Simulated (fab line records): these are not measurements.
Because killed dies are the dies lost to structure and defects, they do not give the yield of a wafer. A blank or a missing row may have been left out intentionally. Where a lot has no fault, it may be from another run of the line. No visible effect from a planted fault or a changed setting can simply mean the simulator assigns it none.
fab line records	flow nand-harc
record lots=7	wafers=21	last-day=24
route steps=1159 shown P_GATE@170
lots that met no fault: taken from a fault-free run of the same line
start-h: hours from the record's first day to the start of the lot's first wafer shown	wait-h: how many hours have passed since the lot's step before this one	" as in the row above	L1.1+2: several wafers, shown together as one row	- no value present, or no start provided	* or withheld: withheld	< > ~ a bound
route shown NAME@n: names a module that has steps shown in the file, with the first one's number in the route	usual: mean/standard deviation taken from wafers without a fault	same: alike in all rows	chamber/n: place in a boat	sites: per-site readings	_std_site: standard deviation across them	_edge_site: the outer-site mean with the inner-site mean subtracted	radius-mm: for every site, how far away it sits from the centre of the wafer	mask NAME#n: copy n	behind: the most recent tool/chamber to have shaped the wafer	hold: why the lot was held/for how many hours/how that ended	device: transistor that didn't switch, given as n, p or np	end of line: the tests these same wafers got at the end of their route	a step without rows: its recipe alone	killed: count of dies lost to structure and defects at first sort (not the wafer's yield)	map: per-die view of a wafer (x killed, . not killed, _ where there is no die)
set.NAME: the setting as run; set.NAME@STEP: as run at that earlier step	model.NAME: the simulator's own value behind a step, which no gauge read
a table for each step, a row for each wafer; lots at some steps of the route
services: from which hour (start-h, from the record's first day; less than 0 if before it) a tool's chamber was out of use, for how many hours, and why
## steps
# step NHARC_P_GATE_CD_MEAS_46
# recipe target-cd-nm=720	landing-energy-ev=500
# usual cd-nm=720.0/2.7
lot.wafer	tool	chamber	start-h	wait-h	cd-nm
L294.2	cd-sem-03	0	153.70	-	717.9
L294.4	"	0	"	"	715.7
L294.5	"	0	"	"	720.0
L296.2	cd-sem-02	0	181.96	-	722.3
L296.5	"	0	"	"	718.1
L296.6	"	0	"	"	722.1
L297.4	cd-sem-02	0	185.73	-	716.2
L297.5	"	0	"	"	721.7
L297.6	"	0	"	"	721.6
L300.1	cd-sem-02	0	193.16	-	722.6
L300.4	"	0	"	"	725.4
L300.5	"	0	"	"	722.7
L307.1	cd-sem-03	0	229.66	-	717.1
L307.2	"	0	"	"	715.9
L307.3	"	0	"	"	715.9
L306.3	cd-sem-03	0	229.83	-	720.7
L306.4	"	0	"	"	721.3
L306.6	"	0	"	"	725.0
L308.2	cd-sem-03	0	234.36	-	715.9
L308.3	"	0	"	"	718.1
L308.5	"	0	"	"	718.2
# step NHARC_P_GATE_HARDBAKE_47
# recipe temp-c=125	time-s=80
# step NHARC_P_GATE_DESCUM_48
# recipe time-s=3	o2-flow-sccm=200	ar-flow-sccm=0	bias-power-w=0	chemistry=O2
# usual chamber-pressure-mTorr=59.99/0.064	drypump-motor-current-A=5.6/0.4	mfc-ar-sccm=0.011/0.014	oes-product-au=1.003/0.014	rf-vpp-V=57.7/0.97	showerhead-plenum-p-Torr=1.91/0.11	throttle-valve-pct=11.311/0.009
# same time-s=3
lot.wafer	tool	chamber	start-h	wait-h	chamber-pressure-mTorr	drypump-motor-current-A	mfc-ar-sccm	oes-product-au	rf-hours-counter-h	rf-vpp-V	showerhead-plenum-p-Torr	throttle-valve-pct
L294.2	rie-diel-03	1	154.00	-	59.89	5.2	0.000	1.002	36	56.7	1.88	11.322
L294.4	"	2	"	"	60.06	5.5	0.026	1.005	34	58.6	2.06	11.318
L294.5	"	3	"	"	60.03	5.5	0	0.987	-	56.9	1.80	11.327
L296.2	rie-diel-03	0	182.14	-	59.94	5.7	0	0.998	47	59.1	2.06	11.304
L296.6	"	2	"	"	60.14	5.5	0.026	1.001	-	59.0	2.06	11.323
L296.5	"	3	"	"	59.95	5.6	0	0.988	-	57.4	1.80	11.324
L297.4	rie-diel-10	0	185.91	-	60.09	5.7	0.010	1.012	0	57.5	1.90	11.322
L297.5	"	2	"	"	59.93	6.0	0.013	1.006	-	58.8	2.04	11.297
L297.6	"	3	"	"	60.04	5.2	0.042	1.026	-	56.4	1.88	11.307
L300.1	rie-diel-10	2	193.32	-	59.96	6.0	0.013	0.998	2	58.3	2.03	11.309
L300.4	"	1	"	"	59.94	5.3	0	1.026	1	57.8	1.78	11.317
L300.5	"	2	"	"	59.92	6.0	0.013	0.995	-	58.6	2.03	11.317
L307.2	rie-diel-10	3	229.86	-	60.05	5.2	0.042	1.026	11	57.7	1.87	11.309
L307.1	"	0	"	"	59.86	5.7	0.010	1.005	10	56.5	1.89	11.305
L307.3	"	1	"	"	59.99	5.3	0	1.012	10	56.8	1.78	11.308
L306.4	rie-diel-03	3	229.98	-	59.98	5.6	0	1.003	3	57.7	1.80	11.317
L306.3	"	0	"	"	59.96	5.7	0	0.997	2	59.5	2.05	11.325
L306.6	"	0	"	"	60.05	5.7	0	1.007	-	59.4	2.06	11.295
L308.3	rie-diel-11	2	234.51	-	59.99	6.1	0.017	1.003	14	56.1	1.79	11.311
L308.2	"	3	"	"	59.90	5.4	0	0.969	14	58.8	1.81	11.322
L308.5	"	3	"	"	59.87	5.4	0	0.970	-	57.4	1.82	11.314
# step NHARC_P_GATE_IMPLANT_49
# recipe energy-kev=30	dose-cm2=3e+15	tilt-deg=7
# step NHARC_P_GATE_STRIP_111
# recipe power-w=1500	temp-c=110	time-s=250	chemistry=N2/H2
# step NHARC_P_GATE_STRIP_75
# recipe power-w=1500	temp-c=250	chemistry=O2
# step NHARC_P_GATE_STRIP_50
# recipe time-s=900	temp-c=130	chemistry=SPM
# step NHARC_P_GATE_DEHYDRATE_51
# recipe temp-c=150	time-s=120
# step NHARC_P_GATE_HMDS_52
# recipe time-s=30
# step NHARC_P_GATE_COAT_53
# recipe spin-rpm=3000
# step NHARC_P_GATE_SOFTBAKE_54
# recipe temp-c=122	time-s=95
# step NHARC_P_GATE_EBR_55
# step NHARC_P_GATE_EXPOSE_56
# recipe na=0.6	target-cd-nm=720	dose-mj=14.81	mask-id=P_PSD
# usual exposure-dose-mJ-cm2=14.808/0.014	focus-offset-nm=0.2/0.5
lot.wafer	tool	chamber	start-h	wait-h	mask	exposure-dose-mJ-cm2	focus-offset-nm
L294.2	krf-scanner-02	0	155.44	-	P_PSD#0	14.822	0.2
L294.4	"	0	"	"	P_PSD#0	14.836	-0.2
L294.5	"	0	"	"	P_PSD#0	14.818	1.1
L296.2	krf-scanner-03	-	183.57	-	P_PSD#0	-	-
L296.5	"	-	"	"	P_PSD#0	-	-
L296.6	"	-	"	"	P_PSD#0	-	-
L297.4	krf-scanner-04	-	188.11	-	P_PSD#0	-	-
L297.5	"	-	"	"	P_PSD#0	-	-
L297.6	"	-	"	"	P_PSD#0	-	-
L300.1	krf-scanner-03	-	194.78	-	P_PSD#0	-	-
L300.4	"	-	"	"	P_PSD#0	-	-
L300.5	"	-	"	"	P_PSD#0	-	-
L307.1	krf-scanner-03	0	231.33	-	P_PSD#0	14.809	0.5
L307.2	"	0	"	"	P_PSD#0	14.776	0.7
L307.3	"	0	"	"	P_PSD#0	14.800	0.2
L306.3	krf-scanner-04	0	231.64	-	P_PSD#0	14.812	-0.3
L306.4	"	0	"	"	P_PSD#0	14.829	-0.6
L306.6	"	0	"	"	P_PSD#0	14.829	-0.1
L308.2	krf-scanner-03	0	235.95	-	P_PSD#0	14.817	0.1
L308.3	"	0	"	"	P_PSD#0	14.803	-0.2
L308.5	"	0	"	"	P_PSD#0	14.783	0.3
# step NHARC_P_GATE_PEB_57
# recipe peb-temp-c=118	peb-time-s=85
# step NHARC_P_GATE_DEVELOP_58
# recipe time-s=70
# step NHARC_P_GATE_CD_MEAS_59
# recipe target-cd-nm=720	landing-energy-ev=500
# usual cd-nm=719.3/2.9
lot.wafer	tool	chamber	start-h	wait-h	cd-nm
L294.2	cd-sem-03	0	155.60	-	716.8
L294.4	"	0	"	"	716.7
L294.5	"	0	"	"	715.9
L296.2	cd-sem-03	0	183.72	-	-
L296.5	"	0	"	"	-
L296.6	"	0	"	"	-
L297.4	cd-sem-02	0	188.26	-	-
L297.5	"	0	"	"	-
L297.6	"	0	"	"	-
L300.1	cd-sem-02	0	194.94	-	-
L300.4	"	0	"	"	-
L300.5	"	0	"	"	-
L307.1	cd-sem-03	0	231.49	-	718.0
L307.2	"	0	"	"	717.2
L307.3	"	0	"	"	718.0
L306.3	cd-sem-03	0	231.79	-	723.8
L306.4	"	0	"	"	722.5
L306.6	"	0	"	"	720.3
L308.2	cd-sem-02	0	236.11	-	722.9
L308.3	"	0	"	"	721.3
L308.5	"	0	"	"	721.2
# step NHARC_P_GATE_HARDBAKE_60
# recipe temp-c=125	time-s=80
# step NHARC_P_GATE_DESCUM_61
# recipe time-s=3	o2-flow-sccm=200	ar-flow-sccm=0	bias-power-w=0	chemistry=O2
# usual chamber-pressure-mTorr=60.00/0.051	drypump-motor-current-A=5.6/0.45	mfc-ar-sccm=0.009/0.013	oes-product-au=1.004/0.013	rf-vpp-V=57.7/0.88	showerhead-plenum-p-Torr=1.88/0.1	throttle-valve-pct=11.311/0.0086
# same time-s=3
lot.wafer	tool	chamber	start-h	wait-h	chamber-pressure-mTorr	drypump-motor-current-A	mfc-ar-sccm	oes-product-au	rf-hours-counter-h	rf-vpp-V	showerhead-plenum-p-Torr	throttle-valve-pct
L294.2	rie-diel-10	1	155.78	-	59.99	5.3	0	1.009	25	58.4	1.78	11.294
L294.4	"	2	"	"	59.98	6.1	0.013	1.002	31	59.6	2.04	11.314
L294.5	"	0	"	"	60.01	5.7	0.010	1.004	-	58.5	1.90	11.317
L296.2	rie-diel-03	3	183.88	-	60.06	5.5	0	0.995	46	57.2	1.80	11.312
L296.5	"	3	"	"	60.06	5.6	0	0.984	-	57.4	1.80	11.319
L296.6	"	0	"	"	60.11	5.7	0	0.999	-	57.6	2.06	11.318
L297.4	rie-diel-03	1	188.43	-	59.94	5.2	0.000	1.023	50	56.6	1.87	11.310
L297.6	"	0	"	"	60.00	5.7	0	1.007	-	58.4	2.06	11.321
L297.5	"	1	"	"	60.03	5.2	0.000	1.009	-	57.5	1.87	11.309
L300.1	rie-diel-10	2	195.12	-	60.00	6.0	0.013	1.006	2	60.5	2.03	11.306
L300.4	"	3	"	"	59.98	5.2	0.042	1.012	2	57.7	1.88	11.305
L300.5	"	2	"	"	60.03	6.0	0.013	0.999	-	59.5	2.03	11.306
L307.1	rie-diel-10	3	231.66	-	60.00	5.2	0.042	1.031	12	58.2	1.87	11.306
L307.3	"	0	"	"	59.98	5.7	0.010	1.007	11	58.1	1.89	11.320
L307.2	"	1	"	"	60.02	5.3	0	1.023	11	57.3	1.78	11.307
L306.3	rie-diel-10	0	231.96	-	59.97	5.7	0.010	1.013	11	58.8	1.89	11.312
L306.4	"	0	"	"	59.92	5.7	0.010	1.016	-	57.0	1.89	11.292
L306.6	"	1	"	"	59.96	5.3	0	1.035	-	58.5	1.78	11.312
L308.3	rie-diel-11	3	236.28	-	60.03	5.3	0	0.964	14	57.6	1.81	11.335
L308.2	"	1	"	"	59.98	5.4	0	0.975	15	57.0	1.80	11.295
L308.5	"	3	"	"	59.93	5.3	0	0.976	-	57.8	1.81	11.303
# step NHARC_P_GATE_IMPLANT_62
# recipe energy-kev=20	dose-cm2=3e+15	tilt-deg=7
# step NHARC_P_GATE_STRIP_112
# recipe power-w=1500	temp-c=110	time-s=200	chemistry=N2/H2
# step NHARC_P_GATE_STRIP_76
# recipe power-w=1500	temp-c=250	chemistry=O2
# step NHARC_P_GATE_STRIP_63
# recipe time-s=900	temp-c=130	chemistry=SPM
# step NHARC_P_GATE_DEHYDRATE_83
# recipe temp-c=150	time-s=120
# step NHARC_P_GATE_HMDS_84
# recipe time-s=30
# step NHARC_P_GATE_COAT_85
# recipe spin-rpm=3000
# step NHARC_P_GATE_SOFTBAKE_86
# recipe temp-c=122	time-s=95
# step NHARC_P_GATE_EBR_87
# step NHARC_P_GATE_EXPOSE_88
# recipe na=0.6	target-cd-nm=2000	dose-mj=11.87	mask-id=P_HVN
# step NHARC_P_GATE_PEB_89
# recipe peb-temp-c=118	peb-time-s=85
# step NHARC_P_GATE_DEVELOP_90
# recipe time-s=70
# step NHARC_P_GATE_CD_MEAS_91
# recipe target-cd-nm=2000	landing-energy-ev=500
# usual cd-nm=1998.2/2.2
lot.wafer	tool	chamber	start-h	wait-h	cd-nm
L294.2	cd-sem-03	0	157.34	-	1993.7
L294.4	"	0	"	"	1995.7
L294.5	"	0	"	"	1996.8
L296.2	cd-sem-02	0	185.42	-	1999.7
L296.5	"	0	"	"	1999.6
L296.6	"	0	"	"	2001.1
L297.4	cd-sem-02	0	189.85	-	2001.1
L297.5	"	0	"	"	2002.1
L297.6	"	0	"	"	1999.8
L300.1	cd-sem-03	0	196.53	-	2002.0
L300.4	"	0	"	"	2000.3
L300.5	"	0	"	"	2001.0
L307.1	cd-sem-03	0	233.13	-	1996.8
L307.2	"	0	"	"	1998.5
L307.3	"	0	"	"	1998.7
L306.3	cd-sem-03	0	233.60	-	1996.0
L306.4	"	0	"	"	1995.5
L306.6	"	0	"	"	1993.4
L308.2	cd-sem-03	0	237.81	-	2002.6
L308.3	"	0	"	"	1999.3
L308.5	"	0	"	"	2000.8
# step NHARC_P_GATE_HARDBAKE_92
# recipe temp-c=125	time-s=80
# step NHARC_P_GATE_DESCUM_93
# recipe time-s=3	o2-flow-sccm=200	ar-flow-sccm=0	bias-power-w=0	chemistry=O2
# usual chamber-pressure-mTorr=60.01/0.056	drypump-motor-current-A=5.7/0.44	mfc-ar-sccm=0.011/0.014	oes-product-au=1.007/0.014	rf-vpp-V=57.7/1	showerhead-plenum-p-Torr=1.89/0.1	throttle-valve-pct=11.311/0.0082
# same time-s=3
lot.wafer	tool	chamber	start-h	wait-h	chamber-pressure-mTorr	drypump-motor-current-A	mfc-ar-sccm	oes-product-au	rf-hours-counter-h	rf-vpp-V	showerhead-plenum-p-Torr	throttle-valve-pct
L294.4	rie-diel-10	3	157.52	-	59.95	5.2	0.042	1.017	23	57.6	1.88	11.312
L294.2	"	0	"	"	60.04	5.7	0.010	1.021	32	58.6	1.90	11.307
L294.5	"	1	"	"	59.96	5.3	0	1.027	-	56.4	1.78	11.299
L296.2	rie-diel-10	1	185.59	-	60.09	5.3	0	1.029	0	57.9	1.78	11.315
L296.5	"	0	"	"	60.01	5.7	0.010	1.008	-	58.0	1.90	11.310
L296.6	"	1	"	"	59.98	5.3	0	1.023	-	57.4	1.78	11.310
L297.4	rie-diel-11	2	190.04	-	59.90	6.1	0.017	0.996	51	57.3	1.80	11.298
L297.5	"	3	"	"	60.01	5.3	0	1.004	-	57.6	1.82	11.316
L297.6	"	0	"	"	59.98	6.8	0	0.981	-	55.7	1.77	11.305
L300.1	rie-diel-10	2	197.00	-	60.06	6.1	0.013	1.007	3	58.4	2.03	11.334
L300.4	"	3	"	"	59.93	5.3	0.042	1.022	4	57.8	1.88	11.301
L300.5	"	1	"	"	59.96	5.3	0	1.017	-	56.9	1.78	11.317
L307.3	rie-diel-10	1	233.29	-	60.08	5.3	0	1.022	11	57.5	1.78	11.314
L307.2	"	3	"	"	60.01	5.2	0.042	1.021	12	58.6	1.87	11.313
L307.1	"	0	"	"	60.07	5.7	0.010	1.003	11	57.6	1.89	11.316
L306.3	rie-diel-10	3	233.77	-	59.97	5.2	0.042	1.030	12	58.4	1.87	11.302
L306.4	"	3	"	"	59.99	5.2	0.042	1.026	-	57.6	1.87	11.304
L306.6	"	0	"	"	60.06	5.7	0.010	1.006	-	58.1	1.89	11.304
L308.3	rie-diel-11	0	237.97	-	60.02	6.8	0	0.990	15	58.5	2.07	11.304
L308.2	"	2	"	"	60.04	6.1	0.017	1.020	15	56.2	1.79	11.319
L308.5	"	0	"	"	59.98	6.8	0	0.989	-	57.3	2.07	11.307
# step NHARC_P_GATE_IMPLANT_94
# recipe energy-kev=60	dose-cm2=2e+15	tilt-deg=7
# step NHARC_P_GATE_STRIP_113
# recipe power-w=1500	temp-c=110	time-s=740	chemistry=N2/H2
# usual drypump-motor-current-A=5.49/0.28	heater-power-w=96/3.1
# same time-s=740
lot.wafer	tool	chamber	start-h	wait-h	drypump-motor-current-A	heater-power-w	rf-hours-counter-h
L294.2	plasma-asher-01	1	157.87	0.2	5.82	97	14
L294.4	"	1	"	"	5.88	100	-
L294.5	"	1	"	"	5.84	96	-
L296.2	plasma-asher-01	1	185.95	0.2	5.85	97	25
L296.6	"	1	"	"	5.88	97	-
L296.5	"	0	"	"	5.21	93	-
L297.4	plasma-asher-01	0	190.76	0.5	5.19	91	-
L297.5	"	1	"	"	5.82	99	-
L297.6	"	0	"	"	5.18	92	-
L300.1	plasma-asher-01	0	197.56	0.4	5.18	92	30
L300.4	"	0	"	"	5.21	93	-
L300.5	"	1	"	"	5.86	99	-
L307.2	plasma-asher-01	1	233.69	0.2	5.88	99	47
L307.1	"	0	"	"	5.16	94	47
L307.3	"	1	"	"	5.84	98	-
L306.3	plasma-asher-01	0	234.71	0.7	5.17	91	-
L306.4	"	1	"	"	5.79	96	-
L306.6	"	1	"	"	5.87	96	-
L308.2	plasma-asher-02	0	238.34	0.2	5.70	97	11
L308.3	"	1	"	"	5.25	95	-
L308.5	"	1	"	"	5.26	96	-
# step NHARC_P_GATE_STRIP_95
# recipe power-w=1500	temp-c=250	chemistry=O2
# step NHARC_P_GATE_STRIP_96
# recipe time-s=900	temp-c=130	chemistry=SPM
# step NHARC_P_GATE_RTA_64
# recipe temp-c=1050	time-s=1
# usual lamp-power-pct=33/3.4	wafer_temp_C_max=1056.7/1.6
# same time-s=1
lot.wafer	tool	chamber	start-h	wait-h	lamp-power-pct	wafer_temp_C_max
L294.2	rtp-anneal-02	0	159.37	-	36	1059.6
L294.4	"	0	"	"	36	1057.3
L294.5	"	0	"	"	36	1056.7
L296.2	rtp-anneal-01	0	187.40	-	30	1054.0
L296.5	"	0	"	"	30	1056.9
L296.6	"	0	"	"	30	1055.2
L297.4	rtp-anneal-01	0	191.90	-	30	1054.4
L297.5	"	0	"	"	30	1054.0
L297.6	"	0	"	"	30	1053.6
L300.1	rtp-anneal-01	0	198.84	-	30	1056.1
L300.4	"	0	"	"	30	1055.8
L300.5	"	0	"	"	30	1055.0
L307.1	rtp-anneal-01	0	234.97	-	30	1053.3
L307.2	"	0	"	"	30	1055.7
L307.3	"	0	"	"	30	1054.9
L306.3	rtp-anneal-01	0	235.81	-	30	1054.9
L306.4	"	0	"	"	30	1055.1
L306.6	"	0	"	"	30	1055.3
L308.2	rtp-anneal-02	0	239.66	-	36	1057.6
L308.3	"	0	"	"	36	1058.3
L308.5	"	0	"	"	36	1059.0
# step NHARC_P_GATE_ETCH_77
# recipe target-depth-a=60	chemistry=dHF	material=SiO2
# step NHARC_P_GATE_DEGAS_109
# recipe temp-c=300	time-s=60
# step NHARC_P_GATE_PRE_CLEAN_110
# recipe time-s=30	bias-v=200	gas=Ar
# step NHARC_P_GATE_SPUTTER_78
# recipe target-thk-a=100	material=Ni
# step NHARC_P_GATE_INSPECT_68
# usual raw-defect-count=230/98
lot.wafer	tool	chamber	start-h	wait-h	raw-defect-count
L294.2	defect-inspect-02	-	160.60	0.1	255
L294.4	"	-	"	"	182
L294.5	"	-	"	"	193
L296.2	defect-inspect-01	-	188.65	0.1	1404
L296.5	"	-	"	"	1294
L296.6	"	-	"	"	1313
L297.4	defect-inspect-02	-	193.09	0.1	1451
L297.5	"	-	"	"	1333
L297.6	"	-	"	"	1311
L300.1	defect-inspect-02	-	200.09	0.2	1362
L300.4	"	-	"	"	1210
L300.5	"	-	"	"	1201
L307.1	defect-inspect-01	-	236.26	0.2	278
L307.2	"	-	"	"	113
L307.3	"	-	"	"	150
L306.3	defect-inspect-02	-	237.01	0.1	209
L306.4	"	-	"	"	104
L306.6	"	-	"	"	87
L308.2	defect-inspect-01	-	240.90	0.1	166
L308.3	"	-	"	"	161
L308.5	"	-	"	"	286
## services
tool	chamber	start-h	hours	kind
rie-diel-10	0	131.20	-	clean
rie-diel-10	1	131.20	-	clean
rie-diel-10	2	131.20	-	clean
rie-diel-10	3	131.20	-	clean
rie-diel-10	0	155.70	-	clean
rie-diel-10	1	155.70	-	clean
rie-diel-10	2	155.70	-	clean
rie-diel-10	3	155.70	-	clean
rie-diel-10	2	163.75	5.6	repair
rie-diel-10	1	164.87	9.6	repair
krf-scanner-03	-	168.00	4.0	pm
krf-scanner-04	-	171.87	2.7	repair
rie-diel-10	-	176.50	9.0	pm
rie-diel-10	0	176.50	9.0	vent-cycle
rie-diel-10	1	176.50	9.0	vent-cycle
plasma-asher-02	-	183.30	9.0	pm
rie-diel-11	2	185.50	4.2	repair
krf-scanner-04	-	186.65	0.7	repair
rie-diel-11	-	191.18	9.0	pm
plasma-asher-02	-	193.21	9.6	repair
krf-scanner-02	-	210.00	4.0	pm
rie-diel-03	-	215.54	9.0	pm
plasma-asher-02	-	217.97	6.6	repair
rie-diel-10	2	225.95	9.4	repair
## key
first-sign step=NHARC_P_GATE_EXPOSE_56	reading=tool-record	direction=missing
effect step=NHARC_P_GATE_CD_MEAS_59	reading=cd-nm	direction=missing
effect step=NHARC_P_GATE_INSPECT_68	reading=raw-defect-count	direction=up	sigmas=11	usual=230	struck=1320
met-at NHARC_P_GATE_EXPOSE_56
struck-wafers L296.2,L296.5,L296.6,L297.4,L297.5,L297.6,L300.1,L300.4,L300.5
later-rows-left-out L296.2,L296.5,L296.6,L297.4,L297.5,L297.6,L300.1,L300.4,L300.5
sort-left-out L296.2,L296.5,L296.6,L297.4,L297.5,L297.6,L300.1,L300.4,L300.5
tester-left-out L296,L297,L300
fault kind=skipped-step-whole	tool=krf-scanner-03,krf-scanner-04	chamber=-	onset-h=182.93	steps=NHARC_P_GATE_EXPOSE_56	scope=struck-lots-only
# tester-left-out: of these lots the tester's yield and bins aren't shown, on N5 and GAA mostly nor the transistor test; their killed dies are dies lost to structure and defects alone, not to doping, threshold or leakage, so they don't give the yield
# sort-left-out: the simulated sort isn't trusted on such a fault, so these wafers' sort isn't shown, and their yield isn't known
# later-rows-left-out: the simulator's readings of these wafers behind a module that went badly wrong aren't trusted and aren't shown, but for the sort
